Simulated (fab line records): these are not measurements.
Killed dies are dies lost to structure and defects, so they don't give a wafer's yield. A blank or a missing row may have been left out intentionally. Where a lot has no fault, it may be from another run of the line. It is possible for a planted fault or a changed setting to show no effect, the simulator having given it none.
fab line records    flow nandHarc    part 2 of 2: steps 23 to 34 of 34
record: lots: 5  wafers: 15  lastDay: 24
route steps=1159 shown A_M1@1031 A_BONDPAD@1059
lots that met no fault: from a run of the same line without faults
startH: hours from the record's first day to the start of the lot's first wafer shown    waitH: hours since the lot's step before    " unchanged from the row above    L1.1+2: one row covering several wafers at once    - either no value or no given start    * or withheld: withheld    < > ~ a bound
route shown NAME@n: names a module that has steps shown in the file, with the first one's number in the route    usual: mean/standard deviation of fault-free wafers    same: alike in all rows    chamber/n: place in a boat    sites: the reading at each site    _std_site: how widely they spread, as a standard deviation    _edge_site: mean of outer sites minus mean of inner sites    radiusMm: how far each site lies from the wafer's centre    mask NAME#n: copy n    behind: tool/chamber where the wafer was last shaped    hold: why the lot was held/for how many hours/how that ended    device: whichever transistor did not switch (one of n, p or np)    end of line: the same wafers' tests at the end of the route    a step without rows: its recipe alone    killed: dies that structure and defects cost at the first sort, which is not the same as the wafer's yield    map: dies across one wafer; x = killed, . = not, _ = none there
set.NAME: the setting the step ran with; set.NAME@STEP: the setting that earlier step ran with    model.NAME: the simulator's own value behind a step, which no gauge read
a table for each step, a row for each wafer; lots at some steps of the route
services: from which hour (startH, from the record's first day; less than 0 if before it) a tool's chamber was out of use, for how many hours, and why
== steps ==
step: NHARC_A_M1_THK_MEAS_24
recipe: thkMeasGauge: xrf
usual: thkNm: 154.1/1.5
lot.wafer  tool          chamber  startH  waitH  thkNm
L077.2     filmMetro-02  -        414.71  -      153.8
L077.3     "             -        "       "      156.3
L077.6     "             -        "       "      155.4
L076.3     filmMetro-01  -        415.20  -      154.4
L076.4     "             -        "       "      154.0
L076.5     "             -        "       "      155.0
L080.1     filmMetro-02  -        440.79  -      157.4
L080.5     "             -        "       "      155.6
L080.6     "             -        "       "      156.9
L093.1     filmMetro-02  -        516.74  -      153.4
L093.5     "             -        "       "      154.9
L093.6     "             -        "       "      154.6
L095.1     filmMetro-02  -        527.43  -      156.6
L095.4     "             -        "       "      153.1
L095.6     "             -        "       "      153.0
step: NHARC_A_M1_SRD_25
lot.wafer   tool         chamber  startH  waitH
L077.3+6+2  wetBench-08  2,3,5    414.75  0.0
L076.3+5+4  wetBench-10  2,5,6    415.24  0.0
L080.6+1+5  wetBench-10  7,0,1    440.84  0.0
L093.6+1+5  wetBench-08  2,3,4    516.79  0.0
L095.4+6+1  wetBench-10  4,5,1    527.48  0.0
step: NHARC_A_M1_INSPECT_27
usual: rawDefectCount: 405/93
lot.wafer  tool              chamber  startH  waitH  rawDefectCount
L077.2     defectInspect-01  -        414.86  0.0    472
L077.3     "                 -        "       "      393
L077.6     "                 -        "       "      339
L076.3     defectInspect-01  -        415.36  0.0    326
L076.4     "                 -        "       "      333
L076.5     "                 -        "       "      353
L080.1     defectInspect-02  -        440.95  0.0    366
L080.5     "                 -        "       "      356
L080.6     "                 -        "       "      319
L093.1     defectInspect-02  -        516.90  0.0    417
L093.5     "                 -        "       "      295
L093.6     "                 -        "       "      442
L095.1     defectInspect-02  -        527.59  0.0    381
L095.4     "                 -        "       "      419
L095.6     "                 -        "       "      429
step: NHARC_A_M1_PRE_CLEAN_32
recipe: timeS: 12  tempC: 370  rfPowerW: 300  gas: NH3
usual: heaterPowerW: 684/96
lot.wafer  tool      chamber  startH  waitH  heaterPowerW
L077.2     pecvd-04  2        414.93  0.1    732
L077.3     "         2        "       "      713
L077.6     "         1        "       "      817
L076.3     pecvd-04  1        415.47  0.1    719
L076.4     "         2        "       "      709
L076.5     "         1        "       "      707
L080.1     pecvd-04  2        441.03  0.1    660
L080.5     "         1        "       "      812
L080.6     "         2        "       "      680
L093.1     pecvd-04  0        517.11  0.2    635
L093.5     "         2        "       "      645
L093.6     "         1        "       "      697
L095.1     pecvd-01  2        527.66  0.1    838
L095.4     "         2        "       "      852
L095.6     "         1        "       "      549
step: NHARC_A_M1_DEP_33
recipe: targetThkA: 300  tempC: 370  targetThkNm: 30  pressureTorr: 3  flowSccm: 200  rfW: 450  material: SiCN
usual: heaterPowerW: 628/90  showerheadVppV: 1318/66
lot.wafer  tool      chamber  startH  waitH  heaterPowerW  showerheadVppV
L077.2     pecvd-04  2        415.05  0.1    554           1409
L077.3     "         2        "       "      568           1408
L077.6     "         1        "       "      765           1299
L076.3     pecvd-04  1        415.68  0.2    714           1274
L076.4     "         2        "       "      656           1406
L076.5     "         1        "       "      725           1279
L080.1     pecvd-04  2        441.14  0.1    643           1424
L080.5     "         1        "       "      727           1298
L080.6     "         2        "       "      639           1420
L093.1     pecvd-04  0        517.22  0.1    678           1384
L093.5     "         2        "       "      634           1409
L093.6     "         1        "       "      727           1275
L095.1     pecvd-01  2        527.74  0.1    665           1230
L095.4     "         2        "       "      664           1239
L095.6     "         1        "       "      437           1267
step: NHARC_A_BONDPAD_DEP_00
recipe: targetThkA: 2500  tempC: 370  targetThkNm: 250  pressureTorr: 3  flowSccm: 200  rfW: 450  material: SiCN
usual: heaterPowerW: 638/58  showerheadVppV: 1317/81
lot.wafer  tool      chamber  startH  waitH  heaterPowerW  showerheadVppV
L077.2     pecvd-03  0        415.90  -      671           1388
L077.3     "         1        "       "      595           1164
L077.6     "         0        "       "      529           1409
L076.4     pecvd-04  2        416.37  -      553           1432
L076.3     "         1        "       "      653           1264
L076.5     "         1        "       "      680           1285
L080.1     pecvd-04  2        -       -      601           1413
L080.6     "         0        "       "      706           1375
L080.5     "         2        "       "      611           1427
L093.1     pecvd-03  2        517.83  -      660           1405
L093.6     "         1        "       "      644           1173
L093.5     "         2        "       "      661           1399
L095.1     pecvd-03  1        528.54  -      610           1204
L095.4     "         0        "       "      699           1377
L095.6     "         2        "       "      689           1366
step: NHARC_A_BONDPAD_CMP_29
recipe: targetThkNm: 200  material: SiCN
usual: motorCurrentA: 11.5/1.3
lot.wafer  tool    chamber  startH  waitH  motorCurrentA
L077.2     cmp-04  3        416.33  -      10.1
L077.3     "       0        "       "      11.8
L077.6     "       2        "       "      11.1
L076.4     cmp-01  0        416.81  0.4    10.0
L076.3     "       1        "       "      13.3
L076.5     "       0        "       "      10.0
L080.1     cmp-03  3        442.11  -      12.3
L080.6     "       2        "       "      11.5
L080.5     "       3        "       "      12.2
L093.1     cmp-01  0        518.17  -      10.1
L093.6     "       3        "       "      9.7
L093.5     "       0        "       "      10.2
L095.1     cmp-04  0        528.93  -      11.9
L095.4     "       1        "       "      10.3
L095.6     "       0        "       "      11.7
step: NHARC_A_BONDPAD_THK_MEAS_30
recipe: thkMeasGauge: ellipsometry
usual: thkNm: 199.1/1.7
lot.wafer  tool          chamber  startH  waitH  thkNm
L077.2     filmMetro-02  -        416.56  0.2    199.8
L077.3     "             -        "       "      199.6
L077.6     "             -        "       "      201.3
L076.3     filmMetro-01  -        417.03  0.2    202.9
L076.4     "             -        "       "      200.2
L076.5     "             -        "       "      199.9
L080.1     filmMetro-02  -        442.34  0.2    197.9
L080.5     "             -        "       "      199.2
L080.6     "             -        "       "      198.3
L093.1     filmMetro-02  -        518.40  0.2    198.6
L093.5     "             -        "       "      199.1
L093.6     "             -        "       "      198.5
L095.1     filmMetro-02  -        529.15  0.2    199.3
L095.4     "             -        "       "      198.8
L095.6     "             -        "       "      198.6
step: NHARC_A_BONDPAD_SRD_31
lot.wafer   tool         chamber  startH  waitH
L077.3+2+6  wetBench-08  2,5,6    416.60  0.0
L076.3+5+4  wetBench-08  5,7,0    417.07  0.0
L080.5+6+1  wetBench-08  7,0,3    442.38  0.0
L093.1+5+6  wetBench-10  3,5,7    518.44  0.0
L095.6+4+1  wetBench-08  2,3,5    529.20  0.0
step: NHARC_A_BONDPAD_DEHYDRATE_01
recipe: tempC: 150  timeS: 120
usual: chillPlateTempC: 23.00/0.11
lot.wafer  tool           chamber  startH  waitH  chillPlateTempC
L077.2     lithoTrack-07  0        416.68  0.1    23.02
L077.3     "              0        "       "      23.03
L077.6     "              0        "       "      23.05
L076.3     lithoTrack-07  0        417.16  0.1    22.92
L076.4     "              0        "       "      22.84
L076.5     "              0        "       "      23.07
L080.1     lithoTrack-07  0        442.46  0.1    23.11
L080.5     "              0        "       "      23.15
L080.6     "              0        "       "      22.99
L093.1     lithoTrack-07  0        518.53  0.1    23.12
L093.5     "              0        "       "      22.85
L093.6     "              0        "       "      23.11
L095.1     lithoTrack-02  0        529.28  0.1    23.17
L095.4     "              0        "       "      23.08
L095.6     "              0        "       "      23.20
step: NHARC_A_BONDPAD_HMDS_02
recipe: timeS: 30
usual: chillPlateTempC: 23.00/0.11
lot.wafer  tool           chamber  startH  waitH  chillPlateTempC
L077.2     lithoTrack-07  0        -       -      22.94
L077.3     "              0        "       "      23.15
L077.6     "              0        "       "      23.04
L076.3     lithoTrack-07  0        -       -      22.68
L076.4     "              0        "       "      22.76
L076.5     "              0        "       "      22.75
L080.1     lithoTrack-07  0        -       -      22.90
L080.5     "              0        "       "      22.93
L080.6     "              0        "       "      22.84
L093.1     lithoTrack-07  0        -       -      22.91
L093.5     "              0        "       "      23.07
L093.6     "              0        "       "      23.09
L095.1     lithoTrack-02  0        -       -      23.03
L095.4     "              0        "       "      22.94
L095.6     "              0        "       "      23.04
step: NHARC_A_BONDPAD_COAT_33
recipe: tempC: 200  timeS: 65
usual: chillPlateTempC: 23.02/0.11
lot.wafer  tool           chamber  startH  waitH  chillPlateTempC
L077.2     lithoTrack-07  0        -       -      23.19
L077.3     "              0        "       "      22.89
L077.6     "              0        "       "      23.13
L076.3     lithoTrack-07  0        -       -      22.99
L076.4     "              0        "       "      23.13
L076.5     "              0        "       "      23.02
L080.1     lithoTrack-07  0        -       -      23.13
L080.5     "              0        "       "      23.18
L080.6     "              0        "       "      23.05
L093.1     lithoTrack-07  0        -       -      23.03
L093.5     "              0        "       "      23.18
L093.6     "              0        "       "      23.06
L095.1     lithoTrack-02  0        -       -      22.94
L095.4     "              0        "       "      23.00
L095.6     "              0        "       "      23.12
== services ==
tool           chamber  startH  hours  kind
pvdSputter-03  -        390.14  4.9    repair
rieDiel-09     1        390.44  19.3   repair
pvdSputter-02  -        392.07  10.0   pm
pecvd-03       -        394.27  2.7    repair
cmp-04         -        399.07  4.0    pm
pvdSputter-01  -        401.66  1.2    repair
wetBench-08    -        406.43  8.0    pm
cmp-01         -        418.50  0.6    repair
wetBench-10    -        423.28  8.0    pm
ecdCu-01       -        430.52  0.9    repair
rieDiel-09     -        431.17  9.0    pm
pecvd-03       2        431.30  3.2    repair
ecdCu-01       -        448.27  8.0    pm
rieDiel-09     3        449.04  6.7    repair
pvdSputter-03  -        458.00  10.0   pm
lithoTrack-06  -        467.00  7.0    pm
pecvd-03       -        473.54  13.0   pm
cmp-01         -        473.63  4.0    pm
pecvd-04       2        477.63  5.5    repair
lithoTrack-04  -        491.00  7.0    pm
cmp-04         -        497.07  4.0    pm
rieDiel-02     -        504.70  9.0    pm
pvdSputter-01  -        514.20  10.0   pm
pecvd-04       0        529.13  6.3    repair
